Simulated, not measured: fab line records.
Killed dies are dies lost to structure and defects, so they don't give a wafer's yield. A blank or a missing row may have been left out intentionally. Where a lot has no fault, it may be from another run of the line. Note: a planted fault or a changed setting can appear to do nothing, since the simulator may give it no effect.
A lot that was struck, set against a sound lot | flow nand harc | 14 out of 1302 route steps
Sound: the wafers L999.1, L999.2, L999.4. Struck: wafers L108.2, L108.4, L108.5. The cause is given at the end.
Each step with rows lists, per side, the tool, then ch with its chambers, then its first start. Under that, the readings that differ: sound wafers | struck wafers | difference of the means | sigmas: that difference in standard deviations of wafers without a fault.
alike: a reading whose means differ by less than 2 such deviations, as well as words and numbers matching on both sides. not compared: withheld readings; readings where some wafer has no value; bounds like >300 that might hide an equal value; numbers whose values overlap and for which the record gives no deviation.
The two part at a step that has a row with sigmas, a row that says differs or no value, or rows on one side only. Numbers that don't overlap but have no deviation are shown without sigmas and don't part them. Lack of a reading on every wafer of one side parts them only where that side has two or more wafers.

NHARC_A_ZERO_WELL_INSPECT_17:
  sound on defect inspect-01, day 9 08:38; struck on defect inspect-01, day 13 00:19
  alike: raw defect count
then, 3 steps without rows for these wafers: NHARC_A_SOURCE_PLATE_PRECLEAN_00 (cleans in HF-LAST, time 60 s); NHARC_A_SOURCE_PLATE_SRD_01; NHARC_A_SOURCE_PLATE_OXIDE_02 (material SiO2, target thk 10 nm, ox time 1362 s).
NHARC_A_SOURCE_PLATE_THK_MEAS_09: measures by ellipsometry.
  sound on film metro-01, day 9 16:03; struck on film metro-02, day 13 07:50
  alike: thk nm
then, 3 steps without rows for these wafers: NHARC_A_SOURCE_PLATE_PVD_04 (deposits WSi2, target thk 50 nm); NHARC_A_SOURCE_PLATE_CVD_03 (deposits poly-Si, target thk 200 nm, time 4000 s); NHARC_A_SOURCE_PLATE_ANNEAL_05 (time 1800 s).
NHARC_A_SOURCE_PLATE_THK_MEAS_06: measures by ellipsometry.
  sound on film metro-01, day 10 04:35; struck on film metro-01, day 13 20:52
  alike: thk nm
NHARC_A_SOURCE_PLATE_INSPECT_08:
  sound on defect inspect-02, day 10 04:39; struck on defect inspect-02, day 13 20:57
  alike: raw defect count
NHARC_A_ONON_D1_DEP_00: target thk 1000 nm.
  sound on pecvd onon-01 ch 0, day 10 04:43; struck on pecvd onon-02 ch 0, day 13 21:04
  alike: n2o flow sccm
NHARC_A_ONON_D1_THK_MEAS_02: measures by ellipsometry.
  sound on film metro-01, day 10 05:13; struck on film metro-02, day 13 21:31
  reading     | sound          | struck      | difference | sigmas
  thk nm (nm) | 1009 1009 1011 | 679 681 681 | -329       | -33
then NHARC_A_ONON_D1_DEP_03 (target thk 1000 nm), 1 step lacking rows for these wafers.
-- the record jumps here: 17 days lie between the struck wafers' starts before and after (it left off in module A_ONON_D1 and takes up again in module END, whose first step shown is number 1302 of the route) --
NHARC_END_SORT_01:
  the record has rows for the struck wafers here (prober-02 ch 0, day 30 15:43) and none for the sound ones

WHERE THEY PART
Earliest at NHARC_A_ONON_D1_THK_MEAS_02; latest, in this record, at NHARC_END_SORT_01.

WHY: what the simulator had put in
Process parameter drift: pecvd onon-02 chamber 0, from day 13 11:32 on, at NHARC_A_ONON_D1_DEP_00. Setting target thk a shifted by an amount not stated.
